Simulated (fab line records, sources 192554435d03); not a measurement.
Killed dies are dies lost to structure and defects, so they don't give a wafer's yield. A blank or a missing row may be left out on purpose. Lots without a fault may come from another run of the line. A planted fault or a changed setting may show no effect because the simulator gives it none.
fab line records | flow n5_finfet
record lots=12 wafers=36 last_day=17
route steps=1938 shown BEOL_M4@1101 PAD_METAL@1894 PASSIVATION@1906
lots that met no fault: from a run of the same line without faults
start_h: hours from the record's first day to the start of the lot's first wafer shown | wait_h: hours since the lot's step before | " the same as in the row above | L1.1+2: a row that stands for several wafers | - no value, or no start given | * or withheld: withheld | < > ~ a bound
route shown NAME@n: a module of which the file shows steps, and the number in the route of the first | usual: mean/standard deviation of fault-free wafers | same: alike in all rows | chamber/n: place in a boat | sites: the reading at each site | _std_site: their standard deviation | _edge_site: outer sites' mean less inner sites' | radius_mm: how far each site lies from the wafer's centre | mask NAME#n: copy n | behind: the tool/chamber that last shaped the wafer | hold: why the lot was held/for how many hours/how that ended | device: the transistor (n, p or np) that didn't switch | end of line: the same wafers' tests at the end of the route | a step without rows: its recipe alone | killed: dies lost to structure and defects at the first sort, not the wafer's yield | map: a wafer's dies, x killed, . not, _ none there
set.NAME: the setting as run; set.NAME@STEP: as run at that earlier step | model.NAME: the simulator's own value behind a step, which no gauge read
steps of the route over a sample of lots; a table a step, a row a wafer
services: from which hour (start_h, from the record's first day; less than 0 if before it) a tool's chamber was out of use, for how many hours, and why
## steps
# step N5_BEOL_M4_ECD_50
# recipe material=Cu target_thk_a=3000
# columns lot.wafer tool chamber start_h wait_h
L817.2+5+6 ecd_cu-02 1,0,1 183.89 0.1
L818.2+4+6 ecd_cu-02 1,0,0 194.03 0.1
L819.3+4+6 ecd_cu-02 1,0,1 204.87 0.1
L820.2+3+4 ecd_cu-01 0,1,0 205.02 0.1
L821.2+4+6 ecd_cu-02 0 208.16 0.1
L822.1+4+6 ecd_cu-01 1 219.94 0.1
L824.3+4+5 ecd_cu-02 1,0,0 227.91 0.1
L823.2+5+6 ecd_cu-01 0,0,1 235.57 0.1
L826.1+2+6 ecd_cu-02 0,1,0 239.09 0.1
L828.1+5+6 ecd_cu-02 0,0,1 240.75 0.1
L827.2+3+6 ecd_cu-02 1,0,0 248.58 0.1
L836.1+3+4 ecd_cu-01 1,0,1 298.83 0.1
# step N5_PASSIVATION_PRE_CLEAN_19
# recipe gas=H2/He time_s=* temp_c=*
# usual heater_power_w=480/48
# columns lot.wafer tool chamber start_h wait_h heater_power_w
L817.2 pvd_sputter-03 - 276.66 0.0 513
L817.5 " - " " 450
L817.6 " - " " 484
L818.2 pvd_sputter-01 - 296.65 0.0 497
L818.4 " - " " 480
L818.6 " - " " 549
L819.3 pvd_sputter-02 - 304.39 0.0 566
L819.4 " - " " 434
L819.6 " - " " 462
L820.2 pvd_sputter-03 - 304.85 0.0 464
L820.3 " - " " 457
L820.4 " - " " 509
L821.2 pvd_sputter-03 - 309.05 0.0 454
L821.4 " - " " 517
L821.6 " - " " 451
L822.1 pvd_sputter-01 - 317.67 0.0 472
L822.4 " - " " 537
L822.6 " - " " 550
L824.3 pvd_sputter-03 - 326.03 0.0 505
L824.4 " - " " 459
L824.5 " - " " 517
L823.2 pvd_sputter-02 - 339.56 0.0 433
L823.5 " - " " 457
L823.6 " - " " 442
L827.2 pvd_sputter-02 - 340.62 0.0 580
L827.3 " - " " 429
L827.6 " - " " 441
L826.1 pvd_sputter-01 - 340.70 0.0 547
L826.2 " - " " 485
L826.6 " - " " 491
L828.1 pvd_sputter-02 - 343.74 0.0 456
L828.5 " - " " 559
L828.6 " - " " 450
L836.1 pvd_sputter-02 - 401.19 0.0 456
L836.3 " - " " 432
L836.4 " - " " 574
# step N5_PASSIVATION_OVL_MEAS_63
# recipe points_per_wafer=44
# usual PAD_OVL=0/5.4
# columns lot.wafer tool chamber start_h wait_h PAD_OVL[nm]
L817.2 overlay-01 0 277.42 0.0 -5
L817.5 " 0 " " 2
L817.6 " 0 " " 3
L818.2 overlay-02 0 297.42 0.0 11
L818.4 " 0 " " 1
L818.6 " 0 " " 8
L819.3 overlay-01 0 305.16 0.0 2
L819.4 " 0 " " 5
L819.6 " 0 " " 1
L820.2 overlay-02 0 305.61 0.0 2
L820.3 " 0 " " 2
L820.4 " 0 " " -1
L821.2 overlay-01 0 309.83 0.0 -9
L821.4 " 0 " " -8
L821.6 " 0 " " -8
L822.1 overlay-01 0 318.44 0.0 1
L822.4 " 0 " " 11
L822.6 " 0 " " -1
L824.3 overlay-01 0 326.80 0.0 -4
L824.4 " 0 " " -6
L824.5 " 0 " " -2
L823.2 overlay-01 0 340.20 0.0 0
L823.5 " 0 " " 2
L823.6 " 0 " " -3
L827.2 overlay-01 0 341.39 0.0 -2
L827.3 " 0 " " -9
L827.6 " 0 " " -4
L826.1 overlay-01 0 341.55 0.0 -4
L826.2 " 0 " " 0
L826.6 " 0 " " 0
L828.1 overlay-01 0 344.40 0.0 -6
L828.5 " 0 " " -7
L828.6 " 0 " " -2
L836.1 overlay-01 0 401.83 0.0 2
L836.3 " 0 " " -2
L836.4 " 0 " " -3
# step N5_PASSIVATION_ETCH_54
# recipe chemistry=CHF3/O2 target=SiO2 target_depth_a=8800 CHF3_flow_sccm=50 O2_flow_sccm=5 Ar_flow_sccm=200 time_s=440 mask_material=PR pressure_mtorr=30 source_w=650 bias_w=170 ion_energy_ev=200
# usual drypump_motor_current_A=5.7/0.37 oes_o_777_au=0.81/0.094 oes_product_au=0.81/0.091 rf_vpp_V=526/12 showerhead_plenum_p_Torr=2.41/0.077 throttle_valve_pct=18.74/0.22
# columns lot.wafer tool chamber start_h wait_h drypump_motor_current_A oes_o_777_au oes_product_au rf_hours_counter_h rf_vpp_V showerhead_plenum_p_Torr throttle_valve_pct
L817.2 rie_diel-03 3 279.53 0.1 5.7 0.76 0.77 152 503 2.29 18.35
L817.5 " 3 " " 5.7 0.77 0.77 - 504 2.29 18.38
L817.6 " 0 " " 5.9 0.71 0.72 - 533 2.49 18.73
L818.2 rie_diel-05 3 299.94 0.1 6.5 0.91 0.91 34 536 2.57 18.71
L818.4 " 3 " " 6.5 0.92 0.90 - 538 2.57 18.71
L818.6 " 1 " " 5.6 0.70 0.71 - 545 2.45 18.83
L819.3 rie_diel-05 3 307.48 0.1 6.5 0.90 0.89 38 539 2.57 18.74
L819.4 " 1 " " 5.6 0.70 0.71 237 543 2.45 18.83
L819.6 " 0 " " 5.4 0.71 0.72 - 534 2.47 19.20
L820.2 rie_diel-01 2 307.79 0.1 5.7 0.88 0.87 37 513 2.35 18.88
L820.3 " 0 " " 5.9 0.85 0.84 63 516 2.35 18.75
L820.4 " 3 " " 5.5 1.00 0.96 2 509 2.38 18.84
L821.2 rie_diel-05 1 312.11 0.1 5.6 0.69 0.71 239 545 2.45 18.84
L821.4 " 3 " " 6.5 0.91 0.90 40 535 2.57 18.73
L821.6 " 0 " " 5.4 0.70 0.72 - 533 2.47 19.19
L822.1 rie_diel-01 0 320.86 0.1 5.9 0.84 0.83 70 513 2.35 18.75
L822.4 " 0 " " 5.9 0.84 0.83 - 515 2.35 18.75
L822.6 " 2 " " 5.7 0.87 0.86 - 516 2.34 18.90
L824.3 rie_diel-03 0 328.98 0.1 5.9 0.70 0.72 234 533 2.48 18.76
L824.4 " 2 " " 5.0 0.72 0.71 232 524 2.38 18.72
L824.5 " 2 " " 5.0 0.72 0.71 - 522 2.38 18.73
L823.2 rie_diel-05 3 342.39 0.1 6.5 0.89 0.88 53 537 2.57 18.73
L823.5 " 3 " " 6.5 0.88 0.87 - 538 2.57 18.76
L823.6 " 2 " " 5.2 0.92 0.94 - 544 2.46 18.86
L827.2 rie_diel-01 2 343.95 0.1 5.7 0.85 0.84 54 514 2.34 18.91
L827.3 " 3 " " 5.6 0.93 0.90 19 510 2.38 18.87
L827.6 " 0 " " 5.9 0.83 0.82 - 514 2.35 18.76
L826.1 rie_diel-03 1 344.24 0.1 5.7 0.77 0.78 121 529 2.40 18.64
L826.2 " 2 " " 5.0 0.72 0.70 238 523 2.37 18.73
L826.6 " 1 " " 5.7 0.77 0.77 - 532 2.40 18.66
L828.1 rie_diel-03 3 347.10 0.1 5.7 0.75 0.76 176 504 2.29 18.41
L828.5 " 0 " " 5.9 0.69 0.70 - 533 2.48 18.78
L828.6 " 1 " " 5.7 0.77 0.78 - 533 2.40 18.66
L836.1 rie_diel-05 1 404.25 0.1 5.6 0.95 0.98 5 534 2.44 18.47
L836.3 " 3 " " 6.5 0.86 0.84 75 537 2.56 18.79
L836.4 " 2 " " 5.2 0.88 0.89 41 544 2.45 18.90
# step N5_PASSIVATION_PROBE_49
# usual defect_limited_yield=90.9/1.6 killed_at_M0_to_M3=34/11 killed_at_M4_up=14/5.7 killed_at_contacts=13/6.5 killed_at_front_end=43/11 killed_at_other=4/3.1 killed_dies=107/19 killed_on_rim=14/3.9 killed_open=71/14 killed_short=35/7.9 sort_bin_5_function=5.3/1.1 sort_bin_6_memory=3.4/0.74 sort_n_pass=1073/19 sort_yield_pct=90.9/1.6
# same gross_dies=1180 killed_at_back_side=0 sort_bin_4_leakage[%]=0 sort_bin_8_speed[%]=0
# columns lot.wafer tool chamber start_h wait_h defect_limited_yield[%] killed_at_M0_to_M3 killed_at_M4_up killed_at_contacts killed_at_front_end killed_at_other killed_dies killed_on_rim killed_open killed_short sort_bin_5_function[%] sort_bin_6_memory[%] sort_n_pass sort_yield_pct[%]
L817.2 prober-02 - 282.36 0.1 90.8 47 5 8 48 1 109 14 75 31 4.8 3.8 1071 90.8
L817.5 prober-02 - 282.51 0.2 90.2 40 17 10 42 7 116 18 76 32 5.9 3.3 1064 90.2
L817.6 prober-02 - 282.56 0.3 89.0 44 18 16 47 5 130 15 86 44 5.6 4.7 1050 89.0
L818.2 prober-02 - 302.77 0.1 89.3 43 19 19 44 1 126 17 83 42 6.0 4.1 1054 89.3
L818.4 prober-02 - 302.87 0.2 87.4 51 14 12 71 1 149 24 83 64 7.8 4.4 1031 87.4
L818.6 prober-02 - 302.97 0.3 91.4 49 9 5 35 4 102 11 71 30 6.2 2.3 1078 91.4
L819.3 prober-02 - 310.36 0.1 89.7 39 9 12 60 1 121 15 81 39 6.0 3.6 1059 89.7
L819.4 prober-02 - 310.41 0.2 90.5 32 19 13 46 2 112 12 76 35 4.8 4.4 1068 90.5
L819.6 prober-02 - 310.51 0.3 91.4 26 5 14 46 11 102 10 65 30 4.4 3.8 1078 91.4
L820.2 prober-02 - 312.28 0.1 92.3 44 7 17 21 2 91 11 59 31 4.2 3.4 1089 92.3
L820.3 prober-02 - 312.33 0.1 92.2 27 6 19 39 1 92 11 55 36 4.8 2.4 1088 92.2
L820.4 prober-02 - 312.38 0.2 90.3 44 11 22 35 2 114 11 71 41 4.9 4.3 1066 90.3
L821.2 prober-01 - 314.95 0.1 91.2 28 14 17 43 2 104 7 65 39 5.7 3.0 1076 91.2
L821.4 prober-01 - 315.05 0.2 88.6 34 19 29 51 2 135 15 89 39 6.5 4.3 1045 88.6
L821.6 prober-01 - 315.15 0.3 92.3 26 15 13 36 1 91 10 59 32 4.4 2.8 1089 92.3
L822.1 prober-01 - 323.65 0.0 88.8 46 17 17 46 6 132 18 79 51 6.6 4.3 1048 88.8
L822.4 prober-01 - 323.80 0.2 88.3 46 17 21 44 10 138 18 82 56 6.4 5.1 1042 88.3
L822.6 prober-01 - 323.90 0.3 89.7 40 15 12 45 9 121 13 81 40 5.6 4.4 1059 89.7
L824.3 prober-01 - 331.86 0.1 92.2 27 24 9 30 2 92 16 73 19 4.3 3.5 1088 92.2
L824.4 prober-01 - 331.91 0.2 93.8 17 14 7 34 1 73 9 45 28 3.9 2.1 1107 93.8
L824.5 prober-01 - 331.96 0.2 91.8 31 20 23 20 3 97 13 64 33 4.7 3.1 1083 91.8
L823.2 prober-01 - 345.71 0.1 88.5 28 21 21 60 6 136 20 94 42 6.5 4.6 1044 88.5
L823.5 prober-01 - 345.86 0.2 90.8 29 10 20 44 5 108 12 73 35 5.0 3.6 1072 90.8
L823.6 prober-01 - 345.91 0.3 90.8 22 20 22 43 1 108 15 77 31 6.0 2.9 1072 90.8
L827.2 prober-01 - 347.68 0.1 58.1 15 432 12 34 2 495 64 49 26 26.7 12.6 685 58.1
L827.3 prober-01 - 347.73 0.1 57.0 22 419 6 52 8 507 58 59 36 26.9 13.6 673 57.0
L827.6 prober-01 - 347.88 0.3 57.2 22 427 11 40 5 505 62 64 26 27.4 12.2 675 57.2
L826.1 prober-01 - 347.93 0.3 91.0 26 21 13 44 2 106 12 71 35 6.0 2.9 1074 91.0
L826.2 prober-01 - 347.98 0.4 90.0 31 16 37 34 0 118 14 80 37 5.9 3.8 1062 90.0
L826.6 prober-01 - 348.18 0.6 89.4 39 10 23 51 2 125 17 94 31 5.9 4.0 1055 89.4
L828.1 prober-02 - 349.92 0.0 54.7 58 407 19 46 5 535 62 97 42 27.1 15.6 645 54.7
L828.5 prober-02 - 350.12 0.2 56.9 26 444 10 29 0 509 64 59 16 25.1 14.6 671 56.9
L828.6 prober-02 - 350.17 0.3 59.2 34 392 16 39 1 482 66 70 30 25.7 12.5 698 59.2
L836.1 prober-01 - 407.05 0.0 91.6 26 13 8 41 11 99 13 58 34 5.4 2.5 1081 91.6
L836.3 prober-01 - 407.15 0.1 92.1 37 10 15 23 8 93 14 58 33 4.1 3.3 1087 92.1
L836.4 prober-01 - 407.20 0.2 91.9 30 9 5 46 5 95 5 66 28 5.1 2.7 1085 91.9
# killed by level:class
L817.2 BEOL_M2:geometric_particle:open=17 STI_FIN_REVEAL:geometric_particle:open=13 BEOL_M0_SAQP:geometric_particle:open=9 FIN_SAQP:geometric_particle:open=8 GATE_CUT:geometric_particle:short=7 MOL_CONTACT_COAG:geometric_particle:open=7 BEOL_M1:geometric_particle:open=7 FIN_SAQP:geometric_particle:short=6
L817.5 STI_FIN_REVEAL:geometric_particle:open=22 BEOL_M3:geometric_particle:open=16 BEOL_M4:geometric_particle:open=10 BEOL_M2:geometric_particle:open=7 MOL_CONTACT_COAG:geometric_particle:open=6 BEOL_M0_SAQP:geometric_particle:short=5 HKMG_FIN:area_etch=5 STI_FIN_REVEAL:geometric_particle:short=4
L817.6 BEOL_M2:geometric_particle:open=21 STI_FIN_REVEAL:geometric_particle:open=12 MOL_CONTACT_COAG:geometric_particle:open=12 BEOL_M4:geometric_particle:open=7 STI_FIN_REVEAL:geometric_particle:short=6 BEOL_M0_SAQP:geometric_particle:open=6 BEOL_M4:geometric_particle:short=4 DUMMY_GATE:geometric_particle:short=4
L818.2 MOL_CONTACT_COAG:geometric_particle:open=16 BEOL_M0_SAQP:geometric_particle:short=11 FIN_SAQP:geometric_particle:open=10 BEOL_M3:geometric_particle:open=10 BEOL_M4:geometric_particle:open=10 BEOL_M0_SAQP:geometric_particle:open=9 FIN_SAQP:geometric_particle:short=8 DUMMY_GATE:geometric_particle:open=6
L818.4 BEOL_M0_SAQP:geometric_particle:open=14 BEOL_M0_SAQP:geometric_particle:short=12 ILD0:geometric_particle:short=11 BEOL_M2:geometric_particle:open=11 MOL_CONTACT_COAG:geometric_particle:open=10 FIN_SAQP:geometric_particle:short=8 GATE_CUT:geometric_particle:open=7 BEOL_M2:geometric_particle:short=7
L818.6 BEOL_M0_SAQP:geometric_particle:open=13 BEOL_M0_SAQP:geometric_particle:short=11 BEOL_M1:geometric_particle:open=8 FIN_SAQP:geometric_particle:open=7 STI_FIN_REVEAL:geometric_particle:open=7 BEOL_M2:geometric_particle:open=7 DUMMY_GATE:geometric_particle:open=6 GATE_CUT:geometric_particle:short=4
L819.3 FIN_SAQP:geometric_particle:short=12 BEOL_M0_SAQP:geometric_particle:open=12 BEOL_M1:geometric_particle:open=12 FIN_SAQP:geometric_particle:open=11 STI_FIN_REVEAL:geometric_particle:open=11 MOL_CONTACT_COAG:geometric_particle:open=9 GATE_CUT:geometric_particle:short=8 GATE_CUT:geometric_particle:open=5
L819.4 STI_FIN_REVEAL:geometric_particle:open=13 MOL_CONTACT_COAG:geometric_particle:open=11 FIN_SAQP:geometric_particle:open=8 FIN_SAQP:geometric_particle:short=8 BEOL_M4:geometric_particle:open=8 BEOL_M0_SAQP:geometric_particle:open=6 ILD0:geometric_particle:short=5 BEOL_M1:geometric_particle:short=5
L819.6 FIN_SAQP:geometric_particle:open=17 BEOL_M0_SAQP:geometric_particle:open=10 STI_FIN_REVEAL:geometric_particle:open=9 MOL_CONTACT_COAG:geometric_particle:open=8 FIN_SAQP:geometric_particle:short=7 BEOL_M3:geometric_particle:open=6 PASSIVATION:area_etch=6 MOL_CONTACT_COAG:geometric_particle:short=5
L820.2 MOL_CONTACT_COAG:geometric_particle:open=12 BEOL_M1:geometric_particle:short=9 BEOL_M0_SAQP:geometric_particle:open=9 BEOL_M3:geometric_particle:open=9 BEOL_M0_SAQP:geometric_particle:short=7 STARTING-WAFER:geometric_particle:open=6 MOL_CONTACT_COAG:geometric_particle:short=5 BEOL_M2:geometric_particle:open=5
L820.3 MOL_CONTACT_COAG:geometric_particle:open=16 BEOL_M0_SAQP:geometric_particle:short=13 STI_FIN_REVEAL:geometric_particle:open=9 BEOL_M0_SAQP:geometric_particle:open=8 FIN_SAQP:geometric_particle:open=7 GATE_CUT:geometric_particle:short=6 FIN_SAQP:geometric_particle:short=4 BEOL_M4:geometric_particle:open=4
L820.4 MOL_CONTACT_COAG:geometric_particle:open=18 BEOL_M0_SAQP:geometric_particle:open=17 BEOL_M0_SAQP:geometric_particle:short=12 STI_FIN_REVEAL:geometric_particle:open=9 FIN_SAQP:geometric_particle:short=6 FIN_SAQP:geometric_particle:open=4 BEOL_M1:geometric_particle:short=4 BEOL_M5:geometric_particle:open=4
L821.2 MOL_CONTACT_COAG:geometric_particle:open=12 BEOL_M2:geometric_particle:open=8 STI_FIN_REVEAL:geometric_particle:open=7 FIN_SAQP:geometric_particle:open=6 FIN_SAQP:geometric_particle:short=5 MOL_CONTACT_COAG:geometric_particle:short=5 GATE_CUT:geometric_particle:short=5 BEOL_M3:geometric_particle:open=5
L821.4 MOL_CONTACT_COAG:geometric_particle:open=26 BEOL_M0_SAQP:geometric_particle:short=9 STI_FIN_REVEAL:geometric_particle:open=8 BEOL_M0_SAQP:geometric_particle:open=8 FIN_SAQP:geometric_particle:short=7 BEOL_M2:geometric_particle:open=7 GATE_CUT:geometric_particle:short=6 HKMG_FIN:area_etch=6
L821.6 MOL_CONTACT_COAG:geometric_particle:open=10 STI_FIN_REVEAL:geometric_particle:open=9 BEOL_M0_SAQP:geometric_particle:short=9 GATE_CUT:geometric_particle:short=8 BEOL_M4:geometric_particle:open=7 DUMMY_GATE:geometric_particle:open=4 BEOL_M0_SAQP:geometric_particle:open=4 BEOL_M1:geometric_particle:open=4
L822.1 MOL_CONTACT_COAG:geometric_particle:open=14 BEOL_M3:geometric_particle:open=12 FIN_SAQP:geometric_particle:short=10 STI_FIN_REVEAL:geometric_particle:open=9 BEOL_M0_SAQP:geometric_particle:short=9 FIN_SAQP:geometric_particle:open=8 BEOL_M4:geometric_particle:short=7 BEOL_M2:geometric_particle:open=5
L822.4 FIN_SAQP:geometric_particle:short=17 MOL_CONTACT_COAG:geometric_particle:open=17 BEOL_M3:geometric_particle:open=10 BEOL_M1:geometric_particle:open=9 BEOL_M0_SAQP:geometric_particle:short=8 BEOL_M4:geometric_particle:open=6 BEOL_M2:geometric_particle:open=6 FIN_SAQP:geometric_particle:open=5
L822.6 FIN_SAQP:geometric_particle:short=11 STI_FIN_REVEAL:geometric_particle:open=10 FIN_SAQP:geometric_particle:open=9 MOL_CONTACT_COAG:geometric_particle:open=9 BEOL_M0_SAQP:geometric_particle:short=7 BEOL_M0_SAQP:geometric_particle:open=7 BEOL_M2:geometric_particle:open=7 BEOL_M3:geometric_particle:open=6
L824.3 STI_FIN_REVEAL:geometric_particle:open=9 DUMMY_GATE:geometric_particle:open=8 MOL_CONTACT_COAG:geometric_particle:open=8 BEOL_M2:geometric_particle:open=8 BEOL_M3:geometric_particle:open=6 BEOL_M5:geometric_particle:open=5 BEOL_M0_SAQP:geometric_particle:open=4 BEOL_M4:geometric_particle:open=4
L824.4 MOL_CONTACT_COAG:geometric_particle:open=7 DUMMY_GATE:geometric_particle:open=6 BEOL_M4:geometric_particle:open=6 BEOL_M2:geometric_particle:open=5 FIN_SAQP:geometric_particle:short=5 BEOL_M0_SAQP:geometric_particle:short=5 STI_FIN_REVEAL:geometric_particle:open=4 FIN_SAQP:geometric_particle:open=3
L824.5 MOL_CONTACT_COAG:geometric_particle:open=19 BEOL_M4:geometric_particle:open=16 BEOL_M0_SAQP:geometric_particle:short=15 STI_FIN_REVEAL:geometric_particle:open=7 BEOL_M0_SAQP:geometric_particle:open=6 MOL_CONTACT_COAG:geometric_particle:short=4 STI_FIN_REVEAL:geometric_particle:short=3 BEOL_M3:geometric_particle:open=3
L823.2 FIN_SAQP:geometric_particle:open=30 MOL_CONTACT_COAG:geometric_particle:open=19 FIN_SAQP:geometric_particle:short=11 BEOL_M4:geometric_particle:open=11 BEOL_M2:geometric_particle:open=6 BEOL_M2:geometric_particle:short=5 BEOL_M0_SAQP:geometric_particle:short=5 BEOL_M1:geometric_particle:open=5
L823.5 MOL_CONTACT_COAG:geometric_particle:open=16 BEOL_M2:geometric_particle:open=13 FIN_SAQP:geometric_particle:open=12 FIN_SAQP:geometric_particle:short=7 STI_FIN_REVEAL:geometric_particle:open=7 GATE_CUT:geometric_particle:short=7 BEOL_M4:geometric_particle:open=5 MOL_CONTACT_COAG:geometric_particle:short=4
L823.6 MOL_CONTACT_COAG:geometric_particle:open=19 FIN_SAQP:geometric_particle:open=18 BEOL_M4:geometric_particle:open=10 BEOL_M1:geometric_particle:open=8 FIN_SAQP:geometric_particle:short=7 STI_FIN_REVEAL:geometric_particle:open=4 BEOL_M2:geometric_particle:open=4 BEOL_M4:geometric_particle:short=4
L827.2 BEOL_M4:unspecified=420 MOL_CONTACT_COAG:geometric_particle:open=10 FIN_SAQP:geometric_particle:short=6 STI_FIN_REVEAL:geometric_particle:open=6 BEOL_M2:geometric_particle:open=5 BEOL_M4:geometric_particle:open=5 FIN_SAQP:geometric_particle:open=3 DUMMY_GATE:geometric_particle:open=3
L827.3 BEOL_M4:unspecified=411 FIN_SAQP:geometric_particle:open=12 FIN_SAQP:geometric_particle:short=11 BEOL_M2:geometric_particle:open=9 STI_FIN_REVEAL:geometric_particle:open=8 ILD0:geometric_particle:open=4 GATE_CUT:geometric_particle:short=4 MOL_CONTACT_COAG:geometric_particle:open=4
L827.6 BEOL_M4:unspecified=415 STI_FIN_REVEAL:geometric_particle:open=11 MOL_CONTACT_COAG:geometric_particle:open=9 BEOL_M2:geometric_particle:open=6 FIN_SAQP:geometric_particle:open=5 FIN_SAQP:geometric_particle:short=5 DUMMY_GATE:geometric_particle:open=5 BEOL_M0_SAQP:geometric_particle:open=5
L826.1 STI_FIN_REVEAL:geometric_particle:open=14 BEOL_M4:geometric_particle:open=12 MOL_CONTACT_COAG:geometric_particle:open=9 BEOL_M1:geometric_particle:open=9 BEOL_M2:geometric_particle:open=7 FIN_SAQP:geometric_particle:open=6 GATE_CUT:geometric_particle:short=6 DUMMY_GATE:geometric_particle:open=5
L826.2 MOL_CONTACT_COAG:geometric_particle:open=26 MOL_CONTACT_COAG:geometric_particle:short=11 BEOL_M0_SAQP:geometric_particle:open=11 FIN_SAQP:geometric_particle:open=6 GATE_CUT:geometric_particle:short=6 BEOL_M5:geometric_particle:open=6 FIN_SAQP:geometric_particle:short=5 STARTING-WAFER:geometric_particle:short=5
L826.6 STI_FIN_REVEAL:geometric_particle:open=20 MOL_CONTACT_COAG:geometric_particle:open=19 BEOL_M1:geometric_particle:open=15 FIN_SAQP:geometric_particle:open=7 BEOL_M0_SAQP:geometric_particle:open=7 FIN_SAQP:geometric_particle:short=6 BEOL_M0_SAQP:geometric_particle:short=6 MOL_CONTACT_COAG:geometric_particle:short=4
L828.1 BEOL_M4:unspecified=395 STI_FIN_REVEAL:geometric_particle:open=18 BEOL_M0_SAQP:geometric_particle:open=18 BEOL_M0_SAQP:geometric_particle:short=17 MOL_CONTACT_COAG:geometric_particle:open=15 BEOL_M4:geometric_particle:open=10 BEOL_M3:geometric_particle:open=10 DUMMY_GATE:geometric_particle:open=7
L828.5 BEOL_M4:unspecified=434 STI_FIN_REVEAL:geometric_particle:open=10 MOL_CONTACT_COAG:geometric_particle:open=8 BEOL_M3:geometric_particle:open=8 FIN_SAQP:geometric_particle:open=6 GATE_CUT:geometric_particle:open=4 BEOL_M0_SAQP:geometric_particle:short=4 BEOL_M1:geometric_particle:open=4
L828.6 BEOL_M4:unspecified=381 MOL_CONTACT_COAG:geometric_particle:open=16 STI_FIN_REVEAL:geometric_particle:open=10 BEOL_M0_SAQP:geometric_particle:open=10 FIN_SAQP:geometric_particle:short=6 BEOL_M0_SAQP:geometric_particle:short=6 BEOL_M2:geometric_particle:open=6 GATE_CUT:geometric_particle:short=5
L836.1 STI_FIN_REVEAL:geometric_particle:open=9 BEOL_M0_SAQP:geometric_particle:open=8 FIN_SAQP:geometric_particle:open=7 MOL_CONTACT_COAG:geometric_particle:open=7 FIN_SAQP:geometric_particle:short=6 DUMMY_GATE:geometric_particle:open=5 BEOL_M0_SAQP:geometric_particle:short=5 BEOL_M0:geometric_particle:short=5
L836.3 BEOL_M0_SAQP:geometric_particle:short=14 MOL_CONTACT_COAG:geometric_particle:open=13 BEOL_M0_SAQP:geometric_particle:open=11 BEOL_M10:geometric_particle:open=5 MIM_TOP_ETCH:geometric_particle:open=5 STI_FIN_REVEAL:geometric_particle:open=4 GATE_CUT:geometric_particle:open=4 BEOL_M1:geometric_particle:short=4
L836.4 FIN_SAQP:geometric_particle:short=11 FIN_SAQP:geometric_particle:open=10 BEOL_M0_SAQP:geometric_particle:open=7 STI_FIN_REVEAL:geometric_particle:open=6 BEOL_M1:geometric_particle:open=6 BEOL_M3:geometric_particle:open=5 GATE_CUT:geometric_particle:open=4 GATE_CUT:geometric_particle:short=4
## services
# columns tool chamber start_h hours kind
rie_diel-03 1 159.93 2.5 repair
rie_diel-05 - 161.75 14.6 pm
rie_diel-03 - 170.76 0.3 repair
pvd_sputter-01 - 175.05 0.9 repair
rie_diel-01 - 179.88 15.6 pm
rie_diel-05 3 180.98 - clean
rie_diel-05 3 180.98 - consumable_replace:focus_ring
rie_diel-05 3 180.98 - consumable_replace:showerhead
rie_diel-05 3 180.98 20.5 scheduled_down
rie_diel-05 3 180.98 20.5 vent_cycle
ecd_cu-02 - 191.17 1.2 repair
rie_diel-01 - 198.29 0.4 repair
rie_diel-01 0 243.88 4.7 repair
rie_diel-01 - 251.62 1.0 repair
rie_diel-05 2 283.91 - clean
rie_diel-03 - 296.94 2.7 repair
rie_diel-03 - 300.72 0.3 repair
rie_diel-01 1 309.69 18.4 repair
rie_diel-05 1 326.19 19.6 repair
ecd_cu-01 - 356.43 1.9 repair
rie_diel-05 1 362.00 2.8 repair
ecd_cu-02 - 389.39 1.5 repair
ecd_cu-01 - 393.43 1.6 repair
rie_diel-03 3 403.27 1.3 repair
## key
first_sign step=N5_PASSIVATION_PROBE_49 reading=killed_at_M4_up direction=up sigmas=72 usual=14 struck=420
effect step=N5_PASSIVATION_PROBE_49 reading=killed_dies direction=up sigmas=21 usual=107 struck=506
more_kills_born_at N5_BEOL_M4_ECD_50@ecd_cu-02=2456
met_at N5_BEOL_M4_ECD_50
struck_lots L827,L828
not_acting_at N5_PASSIVATION_PRE_CLEAN_19,N5_PASSIVATION_OVL_MEAS_63,N5_PASSIVATION_ETCH_54
onset_between 239.09 240.75
fault kind=chamber_particle_source tool=ecd_cu-02 chamber=- onset_h=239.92 steps=N5_BEOL_M4_ECD_50 rate_per_visit_cm2=0.85673 end_h=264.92
